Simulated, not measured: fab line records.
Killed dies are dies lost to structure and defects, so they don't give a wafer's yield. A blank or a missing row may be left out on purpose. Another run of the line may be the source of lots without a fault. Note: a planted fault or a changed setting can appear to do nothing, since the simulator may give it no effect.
fab line records    flow nand_harc
record: lots: 5  wafers: 15  last_day: 24
route steps=1159 shown P_ZERO_WELL@14
lots untouched by any fault: they come from a run of this same line in which no faults occurred
start_h: start of the lot's first displayed wafer, in hours after the record's first day    wait_h: hours from the lot's prior step to this one    " as in the row above    L1.1+2: a single row standing in for several wafers    - value missing, or start not given    * or withheld: withheld    < > ~ a bound
route shown NAME@n: names a module that has steps shown in the file, with the first one's number in the route    usual: mean/standard deviation of fault-free wafers    same: alike in all rows    chamber/n: place in a boat    sites: per-site readings    _std_site: standard deviation of those values    _edge_site: inner sites' mean taken away from outer sites' mean    radius_mm: for every site, how far away it sits from the centre of the wafer    mask NAME#n: copy n    behind: the last tool/chamber to shape the wafer    hold: reason for holding the lot/hours on hold/outcome of the hold    device: whichever transistor did not switch (one of n, p or np)    end of line: the same wafers' tests at the end of the route    for a step that has no rows: nothing shown but its recipe    killed: the dies lost at the first sort to structure and to defects; this is not the yield of the wafer    map: shows each die of a wafer: x if killed, . if not, _ if none is there
set.NAME: the setting that was run; set.NAME@STEP: the one run at that earlier step    model.NAME: the simulator's own value behind a step, which no gauge read
a table for each step, a row for each wafer; lots at some steps of the route
services: a tool's chamber out of use, with start hour (start_h, from the record's first day; less than 0 if before it), hours out, and reason
== steps ==
step: NHARC_P_ZERO_WELL_CD_MEAS_11
recipe: target_cd_nm: 500  landing_energy_ev: 500
usual: cd_nm: 499.5/2.2
lot.wafer  tool       chamber  start_h  wait_h  cd_nm
L417.3     cd_sem-01  0        19.24    -       497.0
L417.5     "          0        "        "       502.4
L417.6     "          0        "        "       498.1
L429.1     cd_sem-03  0        91.13    -       498.9
L429.2     "          0        "        "       499.9
L429.3     "          0        "        "       500.9
L431.1     cd_sem-03  0        103.25   -       497.5
L431.4     "          0        "        "       497.9
L431.5     "          0        "        "       499.9
L437.3     cd_sem-02  0        139.50   -       501.1
L437.4     "          0        "        "       501.5
L437.6     "          0        "        "       498.6
L438.1     cd_sem-03  0        145.23   -       501.0
L438.2     "          0        "        "       501.3
L438.3     "          0        "        "       499.8
step: NHARC_P_ZERO_WELL_HARDBAKE_12
recipe: temp_c: 118  time_s: 65
step: NHARC_P_ZERO_WELL_DESCUM_13
recipe: time_s: 3  o2_flow_sccm: 200  ar_flow_sccm: 0  bias_power_w: 0  chemistry: O2
usual: drypump_motor_current_A: 5.6/0.42  oes_product_au: 0.999/0.012  rf_vpp_V: 57.8/0.87  showerhead_plenum_p_Torr: 1.91/0.068  throttle_valve_pct: 11.312/0.0087
lot.wafer  tool         chamber  start_h  wait_h  drypump_motor_current_A  oes_product_au  rf_hours_counter_h  rf_vpp_V  showerhead_plenum_p_Torr  throttle_valve_pct
L417.3     rie_diel-01  0        19.42    -       5.2                      0.985           2                   55.6      1.82                      11.314
L417.5     "            1        "        "       5.6                      1.008           -                   57.1      1.82                      11.300
L417.6     "            2        "        "       6.2                      1.026           -                   57.9      1.98                      11.296
L429.2     rie_diel-13  1        91.29    -       4.8                      1.018           10                  56.8      1.93                      11.319
L429.3     "            2        "        "       5.4                      1.004           12                  57.6      1.98                      11.299
L429.1     "            0        "        "       5.4                      1.007           11                  58.7      1.97                      11.321
L431.1     rie_diel-01  0        103.41   -       5.2                      0.977           9                   57.8      1.81                      11.312
L431.4     "            1        "        "       5.6                      1.003           8                   56.7      1.82                      11.315
L431.5     "            1        "        "       5.6                      0.999           -                   57.4      1.82                      11.309
L437.4     rie_diel-05  2        139.80   -       6.2                      1.000           10                  57.1      1.89                      11.314
L437.3     "            3        "        "       6.0                      0.996           11                  56.8      1.87                      11.323
L437.6     "            2        "        "       6.2                      0.996           -                   59.7      1.89                      11.319
L438.1     rie_diel-13  3        145.40   -       5.9                      1.010           2                   56.1      1.81                      11.313
L438.2     "            0        "        "       5.3                      1.001           2                   56.9      1.97                      11.320
L438.3     "            1        "        "       4.8                      1.011           2                   59.3      1.93                      11.315
step: NHARC_P_ZERO_WELL_ETCH_65
recipe: target_depth_a: 800  overetch_a: 240  time_s: 87.88  ion_energy_ev: 200  n2_flow_sccm: 150  h2_flow_sccm: 150  ar_flow_sccm: 0  rf_w: 400  bias_w: 150  chemistry: N2/H2
usual: drypump_motor_current_A: 5.6/0.42  oes_product_au: 1.001/0.013  rf_vpp_V: 430.3/2.2  showerhead_plenum_p_Torr: 2.03/0.072  throttle_valve_pct: 14.171/0.0095
lot.wafer  tool         chamber  start_h  wait_h  drypump_motor_current_A  oes_product_au  rf_hours_counter_h  rf_vpp_V  showerhead_plenum_p_Torr  throttle_valve_pct
L417.3     rie_diel-01  1        19.48    0.1     5.6                      1.004           2                   426.1     1.94                      14.168
L417.5     "            1        "        "       5.6                      1.007           -                   428.2     1.94                      14.175
L417.6     "            2        "        "       6.2                      1.023           -                   432.2     2.12                      14.173
L429.3     rie_diel-13  1        91.39    0.1     4.8                      1.017           10                  432.1     2.06                      14.154
L429.2     "            2        "        "       5.4                      0.997           12                  433.0     2.11                      14.156
L429.1     "            0        "        "       5.4                      1.000           11                  432.3     2.10                      14.181
L431.1     rie_diel-01  0        103.51   0.1     5.2                      0.988           9                   428.4     1.93                      14.179
L431.4     "            1        "        "       5.6                      1.017           8                   429.1     1.94                      14.177
L431.5     "            2        "        "       6.2                      1.019           -                   432.1     2.11                      14.160
L437.4     rie_diel-05  3        139.89   0.1     6.1                      1.007           11                  429.3     1.99                      14.170
L437.3     "            1        "        "       5.5                      0.993           10                  429.3     1.99                      14.178
L437.6     "            2        "        "       6.2                      1.007           -                   430.5     2.01                      14.173
L438.3     rie_diel-13  2        145.48   0.1     5.4                      0.989           2                   432.6     2.11                      14.183
L438.2     "            3        "        "       5.9                      1.007           2                   427.4     1.93                      14.182
L438.1     "            1        "        "       4.8                      1.007           2                   430.3     2.06                      14.173
step: NHARC_P_ZERO_WELL_ETCH_62
recipe: target_depth_a: 130  time_s: 6.5  chf3_flow_sccm: 50  ar_flow_sccm: 200  rf_w: 500  bias_w: 200  chemistry: CHF3/Ar
usual: drypump_motor_current_A: 5.6/0.41  oes_product_au: 0.964/0.017  rf_vpp_V: 370.3/2  showerhead_plenum_p_Torr: 2.33/0.079  throttle_valve_pct: 20.215/0.0087
lot.wafer  tool         chamber  start_h  wait_h  drypump_motor_current_A  oes_product_au  rf_hours_counter_h  rf_vpp_V  showerhead_plenum_p_Torr  throttle_valve_pct
L417.3     rie_diel-01  3        -        -       5.4                      0.930           2                   370.0     2.35                      20.229
L417.6     "            3        "        "       5.3                      0.933           -                   371.2     2.35                      20.202
L417.5     "            0        "        "       5.2                      0.913           -                   366.4     2.23                      20.229
L429.1     rie_diel-13  1        -        -       4.8                      0.968           10                  371.5     2.37                      20.213
L429.2     "            2        "        "       5.5                      0.964           12                  373.5     2.42                      20.226
L429.3     "            0        "        "       5.3                      0.959           11                  371.7     2.41                      20.219
L431.1     rie_diel-01  0        -        -       5.2                      0.941           9                   368.9     2.23                      20.221
L431.4     "            2        "        "       6.2                      0.991           9                   372.4     2.42                      20.219
L431.5     "            0        "        "       5.2                      0.936           -                   368.7     2.23                      20.212
L437.4     rie_diel-05  0        -        -       5.2                      0.983           10                  374.5     2.47                      20.223
L437.3     "            1        "        "       5.5                      0.949           10                  368.8     2.29                      20.207
L437.6     "            1        "        "       5.5                      0.954           -                   368.7     2.29                      20.224
L438.3     rie_diel-13  2        -        -       5.5                      0.941           2                   372.8     2.42                      20.216
L438.1     "            3        "        "       5.9                      0.980           2                   368.1     2.23                      20.224
L438.2     "            0        "        "       5.3                      0.970           2                   372.9     2.41                      20.221
step: NHARC_P_ZERO_WELL_ETCH_63
recipe: target_depth_a: 1200  time_s: 40.1  hbr_flow_sccm: 150  cl2_flow_sccm: 50  rf_w: 400  icp_w: 400  bias_w: 100  chemistry: HBr/Cl2
usual: drypump_motor_current_A: 5.6/0.4  oes_product_au: 0.999/0.011  throttle_valve_pct: 26.405/0.0087
lot.wafer  tool       chamber  start_h  wait_h  drypump_motor_current_A  oes_product_au  rf_hours_counter_h  throttle_valve_pct
L417.3     rie_si-02  3        19.71    -       5.4                      1.024           1.3                 26.412
L417.5     "          0        "        "       5.6                      0.980           -                   26.404
L417.6     "          1        "        "       6.3                      0.984           -                   26.393
L429.3     rie_si-02  2        91.58    -       5.6                      0.998           0.4                 26.417
L429.2     "          0        "        "       5.6                      0.995           0.4                 26.410
L429.1     "          1        "        "       6.3                      0.997           0.3                 26.390
L431.4     rie_si-01  2        103.68   -       5.1                      0.993           1.6                 26.416
L431.1     "          3        "        "       6.4                      0.999           1.5                 26.390
L431.5     "          3        "        "       6.4                      0.988           -                   26.397
L437.4     rie_si-01  0        140.22   -       5.7                      0.994           0.0                 26.407
L437.3     "          1        "        "       5.8                      0.999           0.0                 26.399
L437.6     "          3        "        "       6.3                      1.002           -                   26.384
L438.3     rie_si-01  2        145.65   -       5.0                      1.004           0.1                 26.413
L438.1     "          3        "        "       6.3                      0.998           0.1                 26.415
L438.2     "          1        "        "       5.8                      0.995           0.1                 26.408
step: NHARC_P_ZERO_WELL_STRIP_15
recipe: time_s: 900  temp_c: 130  chemistry: SPM
step: NHARC_P_ZERO_WELL_DEHYDRATE_16
recipe: temp_c: 150  time_s: 120
step: NHARC_P_ZERO_WELL_HMDS_17
recipe: time_s: 30
step: NHARC_P_ZERO_WELL_COAT_18
recipe: spin_rpm: withheld
step: NHARC_P_ZERO_WELL_SOFTBAKE_19
recipe: temp_c: 122  time_s: 95
step: NHARC_P_ZERO_WELL_EBR_20
step: NHARC_P_ZERO_WELL_EXPOSE_21
recipe: na: 0.6  target_cd_nm: 720  dose_mj: 22.31  mask_id: P_NWELL
lot.wafer   tool            chamber  start_h  wait_h  mask
L417.3+5+6  krf_scanner-01  0        20.45    -       P_NWELL#0
L429.1+2+3  krf_scanner-03  0        92.22    -       P_PWELL#0
L431.1+4+5  krf_scanner-01  0        104.45   -       P_NWELL#0
L437.3+4+6  krf_scanner-03  0        140.97   -       P_NWELL#0
L438.1+2+3  krf_scanner-03  0        146.32   -       P_NWELL#0
step: NHARC_P_ZERO_WELL_PEB_22
recipe: peb_temp_c: 118  peb_time_s: 85
step: NHARC_P_ZERO_WELL_DEVELOP_23
recipe: time_s: 70
step: NHARC_P_ZERO_WELL_CD_MEAS_24
recipe: target_cd_nm: 720  landing_energy_ev: 500
usual: cd_nm: 720.4/2.6
lot.wafer  tool       chamber  start_h  wait_h  cd_nm
L417.3     cd_sem-01  0        20.60    -       723.0
L417.5     "          0        "        "       722.5
L417.6     "          0        "        "       719.5
L429.1     cd_sem-03  0        92.38    -       -
L429.2     "          0        "        "       -
L429.3     "          0        "        "       -
L431.1     cd_sem-02  0        104.61   -       714.8
L431.4     "          0        "        "       721.7
L431.5     "          0        "        "       718.0
L437.3     cd_sem-03  0        141.12   -       717.6
L437.4     "          0        "        "       717.5
L437.6     "          0        "        "       716.2
L438.1     cd_sem-02  0        146.47   -       723.9
L438.2     "          0        "        "       716.2
L438.3     "          0        "        "       724.2
step: NHARC_P_ZERO_WELL_HARDBAKE_25
recipe: temp_c: 125  time_s: 80
== services ==
tool            chamber  start_h  hours  kind
krf_scanner-03  -        -4.00    4.0    pm
rie_si-01       -        3.86     0.2    repair
krf_scanner-01  -        5.94     0.5    repair
krf_scanner-03  -        18.49    0.5    repair
rie_si-01       1        28.26    5.5    repair
rie_si-02       -        34.00    9.0    pm
rie_diel-01     3        37.19    8.3    repair
krf_scanner-03  -        48.41    4.4    repair
rie_diel-05     2        54.48    1.3    repair
rie_diel-01     -        54.83    0.2    repair
rie_diel-05     0        55.21    6.9    repair
krf_scanner-03  -        57.52    4.7    repair
rie_diel-01     1        66.00    7.6    repair
rie_diel-13     1        73.78    11.3   repair
krf_scanner-03  -        75.17    2.6    repair
krf_scanner-01  -        84.00    4.0    pm
rie_diel-13     3        88.34    9.8    repair
rie_diel-05     0        96.03    2.9    repair
rie_diel-13     -        99.00    9.0    pm
rie_si-01       2        122.28   6.0    repair
krf_scanner-01  -        122.79   0.4    repair
rie_si-01       -        127.00   9.0    pm
rie_diel-01     2        129.31   4.3    repair
rie_diel-01     -        137.82   9.0    pm
== key ==
first_sign: step: NHARC_P_ZERO_WELL_EXPOSE_21  reading: mask  direction: changed
effect: step: NHARC_P_ZERO_WELL_CD_MEAS_24  reading: cd_nm  direction: missing
met_at NHARC_P_ZERO_WELL_EXPOSE_21
struck_wafers L429.1,L429.2,L429.3
later_rows_left_out L429.1,L429.2,L429.3
sort_left_out L429.1,L429.2,L429.3
tester_left_out L429
fault: kind: wrong_mask  tool: any  chamber: -  onset_h: 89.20  steps: NHARC_P_ZERO_WELL_EXPOSE_21  aux_copy: P_PWELL#0  scope: struck_lots_only
tester_left_out: of these lots the tester's yield and bins aren't shown, on N5 and GAA mostly nor the transistor test; their killed dies are dies lost to structure and defects alone, not to doping, threshold or leakage, so they don't give the yield
sort_left_out: the simulated sort isn't trusted on such a fault, so these wafers' sort isn't shown, and their yield isn't known
later_rows_left_out: the simulator's readings of these wafers behind a module that went badly wrong aren't trusted and aren't shown, but for the sort
